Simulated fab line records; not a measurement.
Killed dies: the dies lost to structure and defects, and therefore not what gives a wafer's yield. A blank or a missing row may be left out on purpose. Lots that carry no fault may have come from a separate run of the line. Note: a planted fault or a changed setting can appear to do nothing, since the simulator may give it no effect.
fab line records | flow n5Finfet
record lots=7 wafers=21 lastDay=18
route steps=1938 shown BEOL_M1@758 BEOL_M4@1111
lots that met no fault: taken from a fault-free run of the same line
startH: hours from the record's first day to the start of the lot's first wafer shown | waitH: time in hours since the lot's previous step | " identical to the entry in the row above | L1.1+2: several wafers, shown together as one row | - either no value or no given start | * or withheld: withheld | < > ~ a bound
route shown NAME@n: a module of which the file shows steps, and the number in the route of the first | usual: mean/standard deviation taken from wafers without a fault | same: alike in all rows | chamber/n: place in a boat | sites: per-site readings | _std_site: the standard deviation of these | _edge_site: mean of outer sites minus mean of inner sites | radiusMm: how far each site lies from the wafer's centre | mask NAME#n: copy n | behind: the last tool/chamber to shape the wafer | hold: why the lot was held/for how many hours/how that ended | device: names the non-switching transistor (n, p or np) | end of line: the route-end tests of the same wafers | a step with no rows: only its recipe | killed: not the wafer's yield, but the dies lost to structure and defects at the first sort | map: a wafer's dies, marking killed ones x, the rest . and places with no die _
set.NAME: the run value of the setting; set.NAME@STEP: its run value at that earlier step | model.NAME: the simulator's own value behind a step, which no gauge read
lots at some steps of the route; a table a step, a row a wafer
services: the hour from which a tool's chamber was out of use, counted from the record's first day as startH (under 0 if before that day), plus the number of hours and why
## steps
# step N5_BEOL_M1_COAT_05
# recipe resist=CAR-EUV spinRpm=1500 resistThkNm=30
# step N5_BEOL_M1_EBR_07
# recipe solvent=PGMEA ebrWidthMm=1.5
# step N5_BEOL_M1_SOFTBAKE_06
# recipe tempC=110 timeS=60 resist=CAR-EUV
# step N5_BEOL_M1_EXPOSE_08
# recipe maskId=M1 na=0.33 sourceShape=dipole sigmaInner=0.369 sigmaOuter=0.767 polarization=unpolarized doseMj=33
# step N5_BEOL_M1_PEB_09
# recipe pebTempC=100 pebTimeS=60 resist=CAR-EUV
# step N5_BEOL_M1_DEVELOP_10
# recipe developTimeS=30 developer=TMAH resist=CAR-EUV rinseLiquid=surfactantRinse dry=airSpin devTempC=23
# step N5_BEOL_M1_CD_MEAS_11
# recipe targetCdNm=17.05 landingEnergyEv=500 detector=seInlens polarity=opening
# usual cdNm=17.08/0.23
# same landingEnergyEv=500
# columns lot.wafer tool chamber startH waitH cdNm
L349.3 cdSem-03 0 186.93 - 16.72
L349.5 " 0 " " 17.10
L349.6 " 0 " " 17.37
L350.1 cdSem-02 0 193.57 - 17.19
L350.4 " 0 " " 16.90
L350.6 " 0 " " 17.33
L351.2 cdSem-03 0 201.97 - 17.07
L351.3 " 0 " " 16.82
L351.5 " 0 " " 16.99
L352.2 cdSem-01 0 208.21 - 17.21
L352.3 " 0 " " 16.87
L352.6 " 0 " " 16.82
L356.2 cdSem-02 0 226.19 - 17.45
L356.4 " 0 " " 17.01
L356.6 " 0 " " 17.79
L361.1 cdSem-03 0 266.52 - 17.46
L361.4 " 0 " " 16.97
L361.6 " 0 " " 17.20
L362.2 cdSem-01 0 269.96 - 16.95
L362.4 " 0 " " 16.60
L362.6 " 0 " " 17.42
# step N5_BEOL_M1_OVL_MEAS_12
# recipe pointsPerWafer=522
# usual M1_OVL=0.3/0.85
# columns lot.wafer tool chamber startH waitH M1_OVL[nm]
L349.3 overlay-01 0 186.97 0.0 -0.6
L349.5 " 0 " " 0.2
L349.6 " 0 " " 0.2
L350.1 overlay-01 0 193.60 0.0 -0.3
L350.4 " 0 " " 0.5
L350.6 " 0 " " 0.2
L351.2 overlay-01 0 202.01 0.0 0.5
L351.3 " 0 " " 0.6
L351.5 " 0 " " -0.4
L352.2 overlay-01 0 208.25 0.0 0.5
L352.3 " 0 " " -0.8
L352.6 " 0 " " 1.3
L356.2 overlay-01 0 226.22 0.0 1.0
L356.4 " 0 " " 0.9
L356.6 " 0 " " 0.3
L361.1 overlay-02 0 266.56 0.0 1.4
L361.4 " 0 " " 1.0
L361.6 " 0 " " 0.2
L362.2 overlay-01 0 269.99 0.0 -0.7
L362.4 " 0 " " -0.9
L362.6 " 0 " " -1.5
# step N5_BEOL_M1_INSPECT_13
# recipe mode=adi inspectInstrument=brightfield
# usual rawDefectCount=401/110
# columns lot.wafer tool chamber startH waitH rawDefectCount
L349.3 defectInspect-02 - 187.02 0.0 302
L349.5 " - " " 338
L349.6 " - " " 224
L350.1 defectInspect-02 - 193.66 0.1 518
L350.4 " - " " 778
L350.6 " - " " 460
L351.2 defectInspect-01 - 202.06 0.0 458
L351.3 " - " " 547
L351.5 " - " " 521
L352.2 defectInspect-01 - 208.30 0.0 312
L352.3 " - " " 327
L352.6 " - " " 274
L356.2 defectInspect-01 - 226.27 0.0 430
L356.4 " - " " 367
L356.6 " - " " 532
L361.1 defectInspect-02 - 266.61 0.1 296
L361.4 " - " " 414
L361.6 " - " " 321
L362.2 defectInspect-02 - 270.05 0.0 324
L362.4 " - " " 885
L362.6 " - " " 478
# step N5_BEOL_M1_DESCUM_16
# recipe chemistry=O2 timeS=7 sourcePowerW=50 biasPowerW=20 pressureMtorr=20 rfFrequencyHz=2.712e+07 tempC=40 resist=CAR-EUV o2FlowSccm=225
# usual drypumpMotorCurrentA=5.7/0.5 o2FlowSccm=225.0/0.69 oesProductAu=0.76/0.074 rfVppV=243.5/1.5 showerheadPlenumPTorr=2.11/0.086 throttleValvePct=20.51/0.22
# columns lot.wafer tool chamber startH waitH drypumpMotorCurrentA o2FlowSccm oesProductAu rfHoursCounterH rfVppV showerheadPlenumPTorr throttleValvePct
L349.3 rieDiel-01 0 187.38 0.4 6.2 224.3 0.70 194 242.3 1.99 20.79
L349.5 " 1 " " 6.4 225.3 0.76 - 241.9 2.10 20.68
L349.6 " 2 " " 5.1 225.1 0.77 - 242.8 2.17 20.43
L350.1 rieDiel-01 0 193.69 0.0 6.2 223.9 0.71 196 242.1 1.99 20.77
L350.4 " 2 " " 5.1 225.0 0.76 143 243.0 2.17 20.44
L350.6 " 1 " " 6.4 224.8 0.76 - 244.9 2.10 20.65
L351.2 rieDiel-06 3 202.30 0.2 6.1 225.5 0.71 238 243.0 2.08 20.74
L351.3 " 0 " " 5.6 224.6 0.73 199 243.8 2.16 20.64
L351.5 " 3 " " 6.2 225.4 0.72 - 242.1 2.08 20.72
L352.2 rieDiel-04 2 208.53 0.2 5.8 224.6 0.84 66 244.5 2.14 20.40
L352.3 " 3 " " 6.0 224.7 0.69 237 245.2 2.14 20.43
L352.6 " 0 " " 5.3 224.2 0.76 - 243.5 2.18 20.59
L356.2 rieDiel-06 1 226.31 0.0 5.5 224.4 0.77 141 240.2 1.91 20.16
L356.4 " 0 " " 5.6 224.1 0.72 206 244.9 2.16 20.66
L356.6 " 2 " " 4.8 224.7 0.89 - 244.2 2.21 20.19
L361.1 rieDiel-01 0 266.72 0.1 6.2 224.4 0.69 219 240.2 1.98 20.81
L361.4 " 1 " " 6.3 224.6 0.73 - 242.7 2.09 20.72
L361.6 " 2 " " 5.1 225.1 0.75 - 244.3 2.17 20.47
L362.2 rieDiel-06 0 270.08 0.0 5.6 224.3 0.72 219 243.1 2.16 20.68
L362.4 " 1 " " 5.5 222.9 0.76 154 240.1 1.90 20.17
L362.6 " 3 " " 6.2 224.0 0.95 - 243.4 2.07 20.35
# step N5_BEOL_M1_ETCH_74
# recipe chemistry=N2/H2 target=underlayer targetDepthA=65 maskMaterial=CAR-EUV timeS=5.2 ionEnergyEv=200 pressureMtorr=30 sourceW=840 biasW=150 n2FlowSccm=200 h2FlowSccm=200 ends=cleared
# usual biasW=150.0/0.46 chamberPressureMTorr=29.99/0.039 drypumpMotorCurrentA=5.7/0.5 etchRfOnTimeS=5.20/0.13 oesProductAu=0.65/0.065 rfVppV=525/3.1 showerheadPlenumPTorr=2.56/0.1 throttleValvePct=17.93/0.22
# columns lot.wafer tool chamber startH waitH biasW chamberPressureMTorr drypumpMotorCurrentA etchRfOnTimeS oesProductAu rfHoursCounterH rfVppV showerheadPlenumPTorr throttleValvePct
L349.3 rieDiel-01 0 187.42 0.0 149.7 30.03 6.3 5.28 0.60 194 522 2.40 18.13
L349.5 " 1 " " 149.9 30.05 6.4 5.19 0.65 - 522 2.55 18.04
L349.6 " 2 " " 149.9 30.02 5.1 5.39 0.64 - 526 2.64 17.83
L350.1 rieDiel-01 0 193.73 0.0 150.8 29.99 6.2 5.44 0.60 196 520 2.40 18.12
L350.4 " 2 " " 149.8 30.04 5.1 5.44 0.65 143 526 2.64 17.83
L350.6 " 1 " " 150.8 30.00 6.4 5.29 0.65 - 524 2.55 18.08
L351.2 rieDiel-06 3 202.34 0.0 150.5 29.95 6.2 4.98 0.61 238 523 2.49 17.99
L351.3 " 0 " " 149.6 30.00 5.6 5.33 0.61 199 525 2.62 18.05
L351.5 " 3 " " 150.0 30.01 6.1 4.96 0.62 - 524 2.49 17.99
L352.2 rieDiel-04 2 208.56 0.0 150.6 30.03 5.9 5.35 0.70 66 521 2.56 17.55
L352.3 " 3 " " 150.1 29.99 6.0 5.18 0.58 237 526 2.61 17.92
L352.6 " 0 " " 150.2 29.98 5.3 5.13 0.64 - 527 2.62 17.86
L356.2 rieDiel-06 1 226.34 0.0 149.9 30.02 5.5 5.19 0.65 141 518 2.36 17.92
L356.4 " 0 " " 150.0 30.05 5.6 5.41 0.60 206 526 2.62 18.08
L356.6 " 2 " " 150.1 30.04 4.8 5.10 0.78 - 530 2.71 17.64
L361.1 rieDiel-01 0 266.75 0.0 150.6 30.03 6.3 5.33 0.58 219 520 2.39 18.15
L361.4 " 1 " " 148.8 30.03 6.3 5.20 0.62 - 522 2.53 18.11
L361.6 " 2 " " 150.1 30.02 5.1 5.43 0.63 - 526 2.63 17.90
L362.2 rieDiel-06 0 270.11 0.0 149.9 29.96 5.6 5.34 0.60 219 528 2.61 18.08
L362.4 " 1 " " 149.7 30.00 5.5 5.12 0.64 154 516 2.36 17.91
L362.6 " 3 " " 149.4 30.04 6.2 4.97 0.82 - 525 2.49 17.54
# step N5_BEOL_M1_ETCH_63
# recipe chemistry=CF4 target=SiARC targetDepthA=156 maskMaterial=CAR-EUV timeS=26 ionEnergyEv=80 pressureMtorr=40 sourceW=545 biasW=36 Ar_flow_sccm=100 cf4FlowSccm=100 ends=cleared
# usual biasW=36.00/0.11 cf4FlowSccm=100.0/0.3 drypumpMotorCurrentA=5.7/0.5 etchRfOnTimeS=26.0/0.6 oesProductAu=0.65/0.066 rfVppV=184.4/1.4 showerheadPlenumPTorr=2.16/0.083 throttleValvePct=15.71/0.19
# columns lot.wafer tool chamber startH waitH biasW cf4FlowSccm drypumpMotorCurrentA etchRfOnTimeS oesProductAu rfHoursCounterH rfVppV showerheadPlenumPTorr throttleValvePct
L349.3 rieDiel-01 0 187.44 0.0 36.05 100.2 6.2 26.1 0.60 194 183.2 2.05 15.98
L349.5 " 1 " " 36.05 100.0 6.4 25.7 0.66 - 184.1 2.14 15.79
L349.6 " 2 " " 36.08 99.8 5.1 26.7 0.65 - 184.9 2.25 15.77
L350.1 rieDiel-01 0 193.75 0.0 36.07 100.1 6.2 26.2 0.61 196 182.3 2.05 15.98
L350.4 " 2 " " 35.89 99.4 5.1 26.8 0.64 143 184.5 2.25 15.77
L350.6 " 1 " " 35.92 99.8 6.4 25.7 0.65 - 184.0 2.14 15.81
L351.2 rieDiel-06 3 202.35 0.0 35.87 100.1 6.2 25.0 0.62 238 185.2 2.10 15.77
L351.3 " 0 " " 36.07 100.2 5.7 26.5 0.62 199 185.2 2.20 15.83
L351.5 " 3 " " 35.99 100.1 6.2 25.0 0.62 - 185.7 2.10 15.77
L352.2 rieDiel-04 2 208.58 0.0 35.87 100.1 5.9 26.5 0.71 66 183.8 2.17 15.49
L352.3 " 3 " " 35.97 99.9 6.0 25.7 0.59 237 185.6 2.21 15.77
L352.6 " 0 " " 35.95 99.7 5.3 26.0 0.64 - 185.1 2.21 15.70
L356.2 rieDiel-06 1 226.36 0.0 36.04 100.0 5.5 26.0 0.65 141 181.0 1.98 15.50
L356.4 " 0 " " 35.72 100.2 5.6 26.8 0.61 206 184.6 2.20 15.83
L356.6 " 2 " " 35.83 100.0 4.8 25.1 0.77 - 186.0 2.27 15.44
L361.1 rieDiel-01 0 266.77 0.0 35.83 99.8 6.2 26.5 0.58 219 181.4 2.04 16.03
L361.4 " 1 " " 35.98 99.7 6.4 25.7 0.64 - 185.3 2.13 15.83
L361.6 " 2 " " 35.97 99.8 5.1 26.5 0.64 - 184.9 2.24 15.81
L362.2 rieDiel-06 0 270.13 0.0 36.21 99.8 5.6 26.4 0.60 219 184.1 2.19 15.87
L362.4 " 1 " " 35.92 99.9 5.5 25.7 0.64 154 183.2 1.98 15.53
L362.6 " 3 " " 35.95 100.3 6.2 25.0 0.82 - 183.8 2.10 15.30
# step N5_BEOL_M1_ETCH_64
# recipe chemistry=N2/H2 target=SOC targetDepthA=750 overetchA=150 maskMaterial=SiARC tempC=40 timeS=112.5 ionEnergyEv=200 pressureMtorr=30 sourceW=840 biasW=150 n2FlowSccm=200 h2FlowSccm=200
# usual biasW=150.0/0.45 chamberPressureMTorr=30.001/0.028 drypumpMotorCurrentA=5.7/0.5 oesProductAu=0.61/0.057 rfVppV=524.5/3 showerheadPlenumPTorr=2.56/0.1 throttleValvePct=17.89/0.22
# columns lot.wafer tool chamber startH waitH biasW chamberPressureMTorr drypumpMotorCurrentA oesProductAu rfHoursCounterH rfVppV showerheadPlenumPTorr throttleValvePct model.CAR-EUV_of_BEOL_M1_COAT_05.thkNm model.SiARC_of_BEOL_M1_COAT_62.thkNm model.underlayer_of_BEOL_M1_COAT_73.thkNm
L349.3 rieDiel-01 0 187.46 0.0 149.7 30.001 6.2 0.56 194 519.3 2.40 18.08 0 6.8 0
L349.5 " 1 " " 150.6 30.019 6.4 0.61 - 524.0 2.55 18.02 0 6.6 0
L349.6 " 2 " " 149.6 29.982 5.1 0.61 - 525.6 2.64 17.80 0 7 0
L350.1 rieDiel-01 0 193.77 0.0 - - - - - - - - 11 12 5
L350.4 " 2 " " - - - - - - - - 11.2 12 5
L350.6 " 1 " " - - - - - - - - 11.2 12 5
L351.2 rieDiel-06 3 202.38 0.0 - - - - - - - - 11 12 5
L351.3 " 0 " " - - - - - - - - 11 12 5
L351.5 " 3 " " - - - - - - - - 11 12 5
L352.2 rieDiel-04 2 208.61 0.0 - - - - - - - - 11 12 5
L352.3 " 3 " " - - - - - - - - 11.2 12 5
L352.6 " 0 " " - - - - - - - - 11 12 5
L356.2 rieDiel-06 1 226.39 0.0 150.6 29.978 5.5 0.60 141 516.1 2.36 17.87 0 6.8 0
L356.4 " 0 " " 150.2 30.037 5.6 0.57 206 525.2 2.62 18.04 0 7 0
L356.6 " 2 " " 150.6 30.008 4.8 0.71 - 528.2 2.71 17.63 0 6.6 0
L361.1 rieDiel-01 0 266.80 0.0 150.2 30.043 6.2 0.56 219 519.4 2.39 18.14 0 7 0
L361.4 " 1 " " 150.2 29.969 6.4 0.59 - 521.6 2.53 18.06 0 6.8 0
L361.6 " 2 " " 149.3 30.001 5.1 0.60 - 527.5 2.63 17.82 0 7 0
L362.2 rieDiel-06 0 270.16 0.0 150.4 29.971 5.6 0.56 219 526.6 2.61 18.06 0 7 0
L362.4 " 1 " " 150.2 30.026 5.6 0.60 154 517.7 2.36 17.87 0 6.6 0
L362.6 " 3 " " 150.3 29.973 6.1 0.74 - 522.1 2.49 17.52 0 6.6 0
# step N5_BEOL_M1_STRIP_65
# recipe chemistry=N2/H2 tempC=40 n2FlowSccm=200 h2FlowSccm=200 rfFrequencyHz=6e+07
# step N5_BEOL_M1_STRIP_75
# recipe chemistry=N2/H2 tempC=40 n2FlowSccm=200 h2FlowSccm=200 rfFrequencyHz=6e+07
# step N5_BEOL_M1_STRIP_66
# recipe chemistry=CF4 resist=SiARC powerW=300 biasPowerW=75 pressureMtorr=50 cf4FlowSccm=150 rfFrequencyHz=6e+07
# usual drypumpMotorCurrentA=5.7/0.5 oesProductAu=0.76/0.071 rfVppV=271.4/1.8 showerheadPlenumPTorr=1.81/0.067 throttleValvePct=13.70/0.2
# columns lot.wafer tool chamber startH waitH drypumpMotorCurrentA oesProductAu rfHoursCounterH rfVppV showerheadPlenumPTorr throttleValvePct
L349.3 rieDiel-01 0 187.59 0.0 6.2 0.70 194 268.7 1.73 13.97
L349.5 " 1 " " 6.4 0.75 - 271.0 1.80 13.81
L349.6 " 2 " " 5.1 0.77 - 272.7 1.88 13.70
L350.1 rieDiel-01 0 193.90 0.0 6.2 0.71 196 269.7 1.73 13.97
L350.4 " 2 " " 5.1 0.76 143 272.2 1.88 13.71
L350.6 " 1 " " 6.4 0.75 - 271.2 1.80 13.81
L351.2 rieDiel-06 3 202.51 0.0 6.2 0.70 238 271.1 1.76 13.78
L351.3 " 0 " " 5.6 0.72 199 271.7 1.84 13.82
L351.5 " 3 " " 6.1 0.71 - 270.3 1.76 13.77
L352.2 rieDiel-04 2 208.74 0.0 5.9 0.83 66 270.8 1.83 13.48
L352.3 " 3 " " 6.0 0.68 237 271.3 1.86 13.82
L352.6 " 0 " " 5.3 0.75 - 271.9 1.84 13.65
L356.2 rieDiel-06 1 226.51 0.0 5.5 0.76 141 267.7 1.67 13.52
L356.4 " 0 " " 5.6 0.72 206 271.5 1.84 13.84
L356.6 " 2 " " 4.8 0.89 - 273.5 1.91 13.43
L361.1 rieDiel-01 0 266.92 0.0 6.2 0.69 219 268.5 1.72 14.03
L361.4 " 1 " " 6.4 0.74 - 270.4 1.79 13.87
L361.6 " 2 " " 5.1 0.74 - 272.7 1.87 13.77
L362.2 rieDiel-06 0 270.29 0.0 5.6 0.71 219 272.0 1.84 13.86
L362.4 " 1 " " 5.5 0.74 154 268.0 1.67 13.54
L362.6 " 3 " " 6.1 0.94 - 271.4 1.76 13.23
# step N5_BEOL_M1_HM_OPEN_17
# recipe chemistry=Cl2/BCl3 targetDepthA=200 overetchA=60 target=TiN maskMaterial=SOC ionEnergyEv=150 pressureMtorr=10 icpW=1000 biasW=126 Cl2_flow_sccm=53.25 bcl3FlowSccm=21.75 Ar_flow_sccm=25
# usual biasW=126.0/0.35 drypumpMotorCurrentA=5.8/0.38 oesProductAu=0.59/0.061 throttleValvePct=22.31/0.21
# columns lot.wafer tool chamber startH waitH biasW drypumpMotorCurrentA oesProductAu rfHoursCounterH throttleValvePct
L349.3 rieMetal-01 0 187.67 0.1 125.3 6.1 0.54 - 22.49
L349.5 " 1 " " 125.6 5.9 0.60 - 21.98
L349.6 " 0 " " 125.7 6.1 0.54 - 22.51
L350.1 rieMetal-01 1 193.94 0.0 126.2 5.9 0.26 76 22.64
L350.4 " 0 " " 125.6 6.1 0.23 - 23.14
L350.6 " 1 " " 125.8 5.9 0.26 - 22.64
L351.2 rieMetal-02 0 202.55 0.0 126.3 5.7 0.23 127 22.94
L351.3 " 1 " " 125.6 5.1 0.27 - 23.17
L351.5 " 1 " " 125.4 5.1 0.27 - 23.18
L352.2 rieMetal-02 1 208.78 0.0 126.1 5.1 0.27 78 23.20
L352.3 " 0 " " 126.6 5.7 0.23 - 22.94
L352.6 " 0 " " 125.6 5.7 0.23 - 22.95
L356.2 rieMetal-03 1 226.56 0.0 126.3 6.4 0.59 86 22.34
L356.4 " 0 " " 126.1 5.8 0.69 - 22.37
L356.6 " 1 " " 125.9 6.4 0.59 - 22.32
L361.1 rieMetal-01 1 266.96 0.0 125.5 6.0 0.58 82 22.01
L361.4 " 1 " " 126.1 5.9 0.59 - 22.01
L361.6 " 0 " " 125.7 6.1 0.53 - 22.51
L362.2 rieMetal-03 1 270.33 0.0 125.9 6.4 0.59 87 22.32
L362.4 " 0 " " 126.4 5.9 0.69 - 22.37
L362.6 " 1 " " 125.9 6.4 0.59 - 22.32
# step N5_BEOL_M1_STRIP_19
# recipe chemistry=O2 powerW=400 tempC=40 pressureMtorr=30 rfFrequencyHz=6e+07 biasPowerW=0 overashFraction=0.2 o2FlowSccm=225
# usual drypumpMotorCurrentA=5.7/0.45 o2FlowSccm=225.1/0.69 oesProductAu=0.76/0.073 rfVppV=3.7/0.51 showerheadPlenumPTorr=2.11/0.09 throttleValvePct=16.75/0.22
# columns lot.wafer tool chamber startH waitH drypumpMotorCurrentA o2FlowSccm oesProductAu rfHoursCounterH rfVppV showerheadPlenumPTorr throttleValvePct
L349.3 rieDiel-06 2 187.75 0.1 4.8 224.4 0.92 15 3.6 2.22 16.41
L349.5 " 0 " " 5.6 225.5 0.74 - 3.5 2.17 16.91
L349.6 " 1 " " 5.6 225.0 0.78 - 3.0 1.92 16.43
L350.1 rieDiel-01 3 194.05 0.1 5.9 225.1 0.69 232 3.7 2.07 16.67
L350.4 " 2 " " 5.1 225.2 0.77 143 2.9 2.18 16.69
L350.6 " 1 " " 6.4 225.5 0.76 - 4.0 2.10 16.90
L351.2 rieDiel-06 1 202.66 0.1 5.5 224.2 0.78 134 3.8 1.91 16.42
L351.3 " 0 " " 5.6 224.5 0.73 199 3.5 2.17 16.90
L351.5 " 1 " " 5.5 224.5 0.77 - 4.2 1.91 16.42
L352.2 rieDiel-01 1 208.94 0.1 6.4 225.6 0.76 168 3.8 2.10 16.92
L352.3 " 2 " " 5.1 225.0 0.76 147 4.2 2.17 16.69
L352.6 " 0 " " 6.2 227.0 0.71 - 3.1 1.99 17.00
L356.2 rieDiel-06 1 226.85 0.3 5.6 224.2 0.76 141 3.9 1.91 16.44
L356.4 " 3 " " 6.2 225.5 0.70 245 4.0 2.08 16.97
L356.6 " 3 " " 6.1 224.1 0.71 - 3.8 2.08 16.98
L361.1 rieDiel-06 0 267.15 0.2 5.6 225.9 0.71 219 3.4 2.16 16.95
L361.4 " 1 " " 5.5 224.4 0.75 154 3.9 1.91 16.46
L361.6 " 1 " " 5.5 225.0 0.76 - 3.6 1.91 16.46
L362.2 rieDiel-04 0 270.47 0.1 5.3 226.1 0.74 203 4.0 2.18 16.88
L362.4 " 1 " " 5.4 224.2 0.68 - 3.8 2.14 17.12
L362.6 " 2 " " 5.8 225.1 0.82 - 3.5 2.14 16.64
# step N5_BEOL_M1_CD_MEAS_18
# recipe pitchNm=36 targetCdNm=18
# usual cdNm=18.0/0.35
# columns lot.wafer tool chamber startH waitH cdNm
L349.3 cdSem-02 - 187.82 0.1 17.3
L349.5 " - " " 18.3
L349.6 " - " " 17.7
L350.1 cdSem-01 - 194.12 0.0 -
L350.4 " - " " -
L350.6 " - " " -
L351.2 cdSem-02 - 202.73 0.1 -
L351.3 " - " " -
L351.5 " - " " -
L352.2 cdSem-01 - 209.01 0.1 -
L352.3 " - " " -
L352.6 " - " " -
L356.2 cdSem-03 - 226.92 0.1 18.2
L356.4 " - " " 18.4
L356.6 " - " " 18.4
L361.1 cdSem-03 - 267.22 0.0 18.0
L361.4 " - " " 18.5
L361.6 " - " " 18.2
L362.2 cdSem-01 - 270.54 0.1 18.0
L362.4 " - " " 18.2
L362.6 " - " " 17.6
# step N5_BEOL_M1_COAT_67
# recipe resist=SOC tempC=250 timeS=60 spinRpm=1500 resistThkNm=60
# step N5_BEOL_M4_RC_MEAS_101
# usual DIBL_N=35.9/1.8 DIBL_P=36.2/2 IOFF_N=0.16/0.031 IOFF_P=0.22/0.041 ION_N=676/11 ION_P=465/8.5 SS_N=71.4/0.64 SS_P=73.2/0.7 VT_N=250/3.5 VT_P=-250/3.9
# columns lot.wafer tool chamber startH waitH DIBL_N[mV/V] DIBL_P[mV/V] IOFF_N[nA/um] IOFF_P[nA/um] ION_N[uA/um] ION_P[uA/um] SS_N[mV/dec] SS_P[mV/dec] VT_N[mV] VT_P[mV]
L349.3 prober-01 0 238.61 0.3 38.1 39.1 0.19 0.25 696 480 72.8 73.9 247 -248
L349.5 " 0 " " 37.9 38.7 0.17 0.24 683 469 71.5 73.7 247 -252
L349.6 " 0 " " 37.4 37.7 0.16 0.22 686 466 72.1 73.1 248 -247
L356.2 prober-01 0 270.01 0.2 36.4 36.7 0.18 0.20 678 456 71.6 73.3 245 -249
L356.4 " 0 " " 38.6 39.7 0.24 0.25 682 462 72.3 74.4 242 -249
L356.6 " 0 " " 35.2 35.2 0.16 0.18 674 457 71.1 73.5 247 -254
L361.1 prober-02 0 308.65 0.0 38.0 38.0 0.19 0.25 691 473 71.6 73.5 245 -244
L361.4 " 0 " " 37.1 37.1 0.17 0.24 687 476 72.0 73.5 245 -249
L361.6 " 0 " " 39.0 39.6 0.22 0.29 698 482 72.2 74.0 244 -246
L362.2 prober-02 0 321.27 0.2 38.6 38.9 0.17 0.19 665 449 71.3 73.4 251 -254
L362.4 " 0 " " 34.5 34.8 0.11 0.14 645 443 70.4 72.2 254 -258
L362.6 " 0 " " 32.4 31.9 0.09 0.12 651 448 70.3 71.7 259 -260
## services
# columns tool chamber startH hours kind
rieMetal-03 - 174.36 2.8 pm
rieMetal-02 - 176.93 2.8 pm
rieMetal-02 0 181.74 5.7 repair
rieMetal-02 1 183.45 6.3 repair
rieMetal-03 - 195.21 10.0 pm
rieMetal-03 - 209.18 0.2 repair
rieMetal-02 0 218.21 - clean
rieMetal-02 0 218.21 22.4 scheduledDown
rieMetal-02 0 218.21 22.4 ventCycle
rieMetal-03 - 240.62 28.1 pm
rieMetal-01 - 242.66 2.8 pm
rieDiel-06 3 242.81 - clean
rieDiel-06 3 242.81 - consumableReplace:focusRing
rieDiel-06 3 242.81 17.0 scheduledDown
rieDiel-06 3 242.81 17.0 ventCycle
rieDiel-01 2 244.51 16.5 repair
rieDiel-04 3 251.21 - clean
rieDiel-04 3 251.21 - consumableReplace:focusRing
rieDiel-04 3 251.21 22.0 scheduledDown
rieDiel-04 3 251.21 22.0 ventCycle
rieDiel-01 3 261.45 - clean
rieDiel-01 3 261.45 - consumableReplace:focusRing
rieDiel-01 3 261.45 23.1 scheduledDown
rieDiel-01 3 261.45 23.1 ventCycle
## key
firstSign step=N5_BEOL_M1_ETCH_64 reading=toolRecord direction=missing
effect step=N5_BEOL_M1_HM_OPEN_17 reading=oesProductAu direction=down sigmas=5.6 usual=0.59 struck=0.25
effect step=N5_BEOL_M1_CD_MEAS_18 reading=cdNm direction=missing
modelEffect step=N5_BEOL_M1_ETCH_64 value=CAR-EUV_of_BEOL_M1_COAT_05.thkNm without=0 struck=11.07
metAt N5_BEOL_M1_ETCH_64
struckWafers L350.1,L350.4,L350.6,L351.2,L351.3,L351.5,L352.2,L352.3,L352.6
laterRowsLeftOut L350.1,L350.4,L350.6,L351.2,L351.3,L351.5,L352.2,L352.3,L352.6
sortLeftOut L350.1,L350.4,L350.6,L351.2,L351.3,L351.5,L352.2,L352.3,L352.6
onsetBetween 187.46 193.77
fault kind=skippedStepWhole tool=rieDiel-01,rieDiel-04,rieDiel-06 chamber=- onsetH=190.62 steps=N5_BEOL_M1_ETCH_64 scope=struckLotsOnly
# sortLeftOut: the simulated sort isn't trusted on such a fault, so these wafers' sort isn't shown, and their yield isn't known
# laterRowsLeftOut: the simulator's readings of these wafers behind a module that went badly wrong aren't trusted and aren't shown, but for the sort
